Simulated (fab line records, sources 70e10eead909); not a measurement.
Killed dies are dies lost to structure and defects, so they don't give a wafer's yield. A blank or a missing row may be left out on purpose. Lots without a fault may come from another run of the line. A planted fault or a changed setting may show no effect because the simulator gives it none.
Which tool did it? | flow nand_harc | 12 lots, 36 wafers sampled, at 6 steps of a route of 1302

WHAT THE GAUGES READ, wafer by wafer
NHARC_A_SOURCE_PLATE_THK_MEAS_09: measures by ellipsometry. Usual: thk_nm 9.8 nm, standard deviation 1.1.
lot  | measured     | on            | thk_nm (nm)                   | flag
L725 | day 7 08:48  | film_metro-02 | 8.0 9.5 9.7                   |
L727 | day 7 23:32  | film_metro-01 | 11.7 9.6 9.7                  |
L728 | day 8 09:54  | film_metro-02 | 9.3 10.3 9.9                  |
L730 | day 8 23:55  | film_metro-01 | 11.3 11.5 10.4                |
L729 | day 8 23:55  | film_metro-02 | 11.7 8.5 9.8                  |
L731 | day 9 22:49  | film_metro-02 | 10.7 10.4 9.6                 |
L732 | day 10 08:23 | film_metro-02 | 10.2 9.4 11.6                 |
L733 | day 10 08:23 | film_metro-01 | 11.2 9.9 12.3                 |
L734 | day 11 01:40 | film_metro-02 | 8.2 8.6 9.2                   |
L735 | day 12 00:48 | film_metro-01 | 13.5 15.3 16.6 14.0 15.9 14.8 | OFF
L736 | day 12 07:11 | film_metro-01 | 16.8 17.7 17.4 16.5 16.6 17.0 | OFF
L748 | day 17 01:11 | film_metro-01 | 12.2 11.0 9.1                 |

NHARC_A_ONON_D1_THK_MEAS_02: measures by ellipsometry. Usual: thk_nm 1000 nm, standard deviation 10.
lot  | measured     | on            | thk_nm (nm)    | flag
L725 | day 7 22:21  | film_metro-02 | 998 997 996    |
L727 | day 8 13:10  | film_metro-02 | 989 991 991    |
L728 | day 8 23:01  | film_metro-02 | 1006 1005 1008 |
L730 | day 9 13:24  | film_metro-02 | 1012 1011 1012 |
L729 | day 9 13:24  | film_metro-01 | 991 992 991    |
L731 | day 10 13:32 | film_metro-02 | 995 996 996    |
L732 | day 10 22:40 | film_metro-01 | 1004 1004 1003 |
L733 | day 10 22:41 | film_metro-02 | 1021 1022 1021 |
L734 | day 11 14:47 | film_metro-01 | 1017 1015 1016 |
L735 | day 12 15:36 | film_metro-01 | 985 987 986    |
L736 | day 12 23:51 | film_metro-01 | 993 994 992    |
L748 | day 17 15:13 | film_metro-01 | 1002 1001 1001 |

NHARC_END_SORT_01. Usual: killed_at_array 55, standard deviation 17; killed_at_other 1.1, standard deviation 1.6; killed_at_periphery 3.8, standard deviation 2.5; killed_dies 60, standard deviation 18; killed_open 3.3, standard deviation 1.9; killed_short 2.5, standard deviation 1.7.
lot  | measured     | on        | killed_at_array | killed_at_other | killed_at_periphery | killed_dies | killed_open | killed_short | flag
L730 | day 27 02:04 | prober-02 | 70 59 65        | 1 3 1           | 1 3 4               | 72 65 70    | 6 3 3       | 5 3 4        |
L731 | day 27 09:49 | prober-01 | 60 56 65        | 0 0 0           | 1 3 2               | 61 59 67    | 6 5 3       | 1 2 1        |
L735 | day 28 19:39 | prober-01 | 61 36 46        | 1 1 3           | 7 5 8               | 69 42 57    | 7 2 4       | 5 3 2        |
L736 | day 28 19:31 | prober-02 | 71 58 65        | 2 3 4           | 7 5 0               | 80 66 69    | 1 4 4       | 2 5 2        |
L748 | day 34 08:28 | prober-02 | 72 65 62        | 0 0 0           | 3 5 1               | 75 70 63    | 3 4 1       | 4 1 3        |

WHICH TOOL RAN EACH LOT (tool, then ch and the chambers of the sampled wafers, then the start)
lot  | NHARC_A_ZERO_WELL_ETCH_19          | NHARC_A_ZERO_WELL_RTA_16         | NHARC_A_SOURCE_PLATE_OXIDE_02
L725 | rie_diel-07 ch 1,2,3, day 6 23:13  | rtp_anneal-02 ch 0, day 7 00:26  | furnace-08 ch 0, day 7 04:44
L727 | rie_diel-09 ch 0,2,3, day 7 15:12  | rtp_anneal-02 ch 0, day 7 16:14  | furnace-02 ch 0, day 7 19:32
L728 | rie_diel-09 ch 0,1,3, day 8 01:47  | rtp_anneal-02 ch 0, day 8 02:50  | furnace-02 ch 0, day 8 05:46
L730 | rie_diel-07 ch 0,2, day 8 15:23    | rtp_anneal-02 ch 0, day 8 16:28  | furnace-08 ch 0, day 8 19:50
L729 | rie_diel-09 ch 0,3, day 8 15:43    | rtp_anneal-01 ch 0, day 8 16:46  | furnace-08 ch 0, day 8 19:50
L731 | rie_diel-09 ch 0,1,2, day 9 14:47  | rtp_anneal-02 ch 0, day 9 15:52  | furnace-02 ch 0, day 9 18:47
L732 | rie_diel-07 ch 1,2,3, day 9 23:50  | rtp_anneal-01 ch 0, day 10 00:52 | furnace-08 ch 0, day 10 04:19
L733 | rie_diel-07 ch 0,1,3, day 10 02:08 | rtp_anneal-02 ch 0, day 10 03:08 | furnace-08 ch 0, day 10 04:19
L734 | rie_diel-07 ch 2,3, day 10 15:32   | rtp_anneal-01 ch 0, day 10 16:45 | furnace-02 ch 0, day 10 21:39
L735 | rie_diel-07 ch 1,3, day 11 06:27   | rtp_anneal-01 ch 0, day 11 07:28 | furnace-02 ch 0, day 11 14:26
L736 | rie_diel-07 ch 0,2,3, day 11 13:25 | rtp_anneal-01 ch 0, day 11 14:27 | furnace-02 ch 0, day 11 20:26 and furnace-08 ch 0, day 12 02:49
L748 | rie_diel-07 ch 0,2, day 16 16:07   | rtp_anneal-02 ch 0, day 16 17:43 | furnace-08 ch 0, day 16 21:10
- NHARC_A_ZERO_WELL_ETCH_19: etches the open film in N2/H2, target depth 80 nm, overetch 24 nm, time 87.88 s.
- NHARC_A_ZERO_WELL_RTA_16: time 10 s.
- NHARC_A_SOURCE_PLATE_OXIDE_02: material SiO2, target thk 10 nm, ox time 1362 s.

WHAT THE TOOLS THEMSELVES READ (means of the sampled wafers that have a number; where no wafer has one, the mark that the record gives instead)
NHARC_A_ZERO_WELL_ETCH_19. Usual: drypump_motor_current_A 5.6 A, standard deviation 0.55; oes_product_au 1.000 a.u., standard deviation 0.0097; rf_vpp_V 430.8 V, standard deviation 2.7; showerhead_plenum_p_Torr 2.06 Torr, standard deviation 0.095; throttle_valve_pct 14.172 %, standard deviation 0.0093.
lot  | tool        | drypump_motor_current_A (A) | oes_product_au (a.u.) | rf_vpp_V (V) | showerhead_plenum_p_Torr (Torr) | throttle_valve_pct (%) | flag
L725 | rie_diel-07 | 5.6                         | 0.998                 | 431.9        | 2.08                            | 14.167                 |
L727 | rie_diel-09 | 5.6                         | 0.999                 | 430.0        | 2.04                            | 14.173                 |
L728 | rie_diel-09 | 5.7                         | 0.994                 | 431.1        | 2.05                            | 14.181                 |
L730 | rie_diel-07 | 6.0                         | 0.999                 | 431.3        | 2.08                            | 14.164                 |
L729 | rie_diel-09 | 5.4                         | 1.004                 | 432.4        | 2.14                            | 14.172                 |
L731 | rie_diel-09 | 5.9                         | 0.997                 | 429.3        | 2.00                            | 14.175                 |
L732 | rie_diel-07 | 5.7                         | 1.005                 | 430.8        | 2.08                            | 14.168                 |
L733 | rie_diel-07 | 5.2                         | 1.018                 | 431.2        | 2.09                            | 14.172                 |
L734 | rie_diel-07 | 5.5                         | 1.003                 | 432.9        | 2.15                            | 14.179                 |
L735 | rie_diel-07 | 5.3                         | 1.013                 | 430.6        | 2.05                            | 14.172                 |
L736 | rie_diel-07 | 5.5                         | 0.996                 | 433.5        | 2.12                            | 14.179                 |
L748 | rie_diel-07 | 6.0                         | 0.988                 | 431.9        | 2.07                            | 14.174                 |

NHARC_A_ZERO_WELL_RTA_16. Usual: lamp_power_pct 30.8 %, standard deviation 2; lamp_zone_3_pct 30.8 %, standard deviation 2; wafer_temp_C_max 1003.2, standard deviation 0.72.
lot  | tool          | lamp_power_pct (%) | lamp_zone_3_pct (%) | wafer_temp_C_max | flag
L725 | rtp_anneal-02 | 32.7               | 32.7                | 1003.4           |
L727 | rtp_anneal-02 | 32.6               | 32.6                | 1003.7           |
L728 | rtp_anneal-02 | 32.7               | 32.7                | 1003.5           |
L730 | rtp_anneal-02 | 32.7               | 32.7                | 1003.5           |
L729 | rtp_anneal-01 | 28.6               | 28.6                | 1002.8           |
L731 | rtp_anneal-02 | 32.7               | 32.7                | 1003.3           |
L732 | rtp_anneal-01 | 28.7               | 28.7                | 1003.1           |
L733 | rtp_anneal-02 | 32.7               | 32.7                | 1003.7           |
L734 | rtp_anneal-01 | 28.7               | 28.7                | 1002.6           |
L735 | rtp_anneal-01 | 28.6               | 28.7                | 1002.9           |
L736 | rtp_anneal-01 | 28.6               | 28.7                | 1003.0           |
L748 | rtp_anneal-02 | 32.7               | 32.7                | 1003.7           |

NHARC_A_SOURCE_PLATE_OXIDE_02. Usual: ox_temp_c 900.1 C, standard deviation 0.38; spike_tc_bottom_C 918.0 C, standard deviation 1.8.
lot  | tool                  | ox_temp_c (C) | spike_tc_bottom_C (C) | flag
L725 | furnace-08            | 899.8         | 918.8                 |
L727 | furnace-02            | 899.4         | 916.2                 |
L728 | furnace-02            | 899.7         | 916.1                 |
L730 | furnace-08            | 899.9         | 918.9                 |
L729 | furnace-08            | 900.0         | 919.7                 |
L731 | furnace-02            | 899.6         | 916.2                 |
L732 | furnace-08            | 900.0         | 920.2                 |
L733 | furnace-08            | 899.8         | 918.5                 |
L734 | furnace-02            | 900.4         | 916.7                 |
L735 | furnace-02            | 900.2         | 917.0                 |
L736 | furnace-02/furnace-08 | 900.2         | 917.5                 |
L748 | furnace-08            | 900.0         | 919.7                 |

THE ANSWER, worked out from the rows above alone
Rule: a lot is off if the mean of its wafers that have a number lies more than 3 standard deviations from the usual mean. A lot without any number at a reading at which 4 lots or more have one is off too. The other lots that the step has rows for count as sound. The gauges are gone through in route order, then the tools' own readings, and for those a lot's mean is taken as printed above. The first step at which some lot is off is used, and at that step the reading that is off furthest; a lot without a number counts as furthest.
Off: L735, L736, at NHARC_A_SOURCE_PLATE_THK_MEAS_09 (thk_nm).
A tool fits if, at a process step before that reading, it ran every lot that is off, and no sound lot after the first of them. The gauges at NHARC_A_SOURCE_PLATE_THK_MEAS_09 are tried like those tools. Can't be told from this: 2 tools fit, rtp_anneal-01 at NHARC_A_ZERO_WELL_RTA_16, furnace-02 at NHARC_A_SOURCE_PLATE_OXIDE_02.

WHAT THE SIMULATOR HAD PUT IN
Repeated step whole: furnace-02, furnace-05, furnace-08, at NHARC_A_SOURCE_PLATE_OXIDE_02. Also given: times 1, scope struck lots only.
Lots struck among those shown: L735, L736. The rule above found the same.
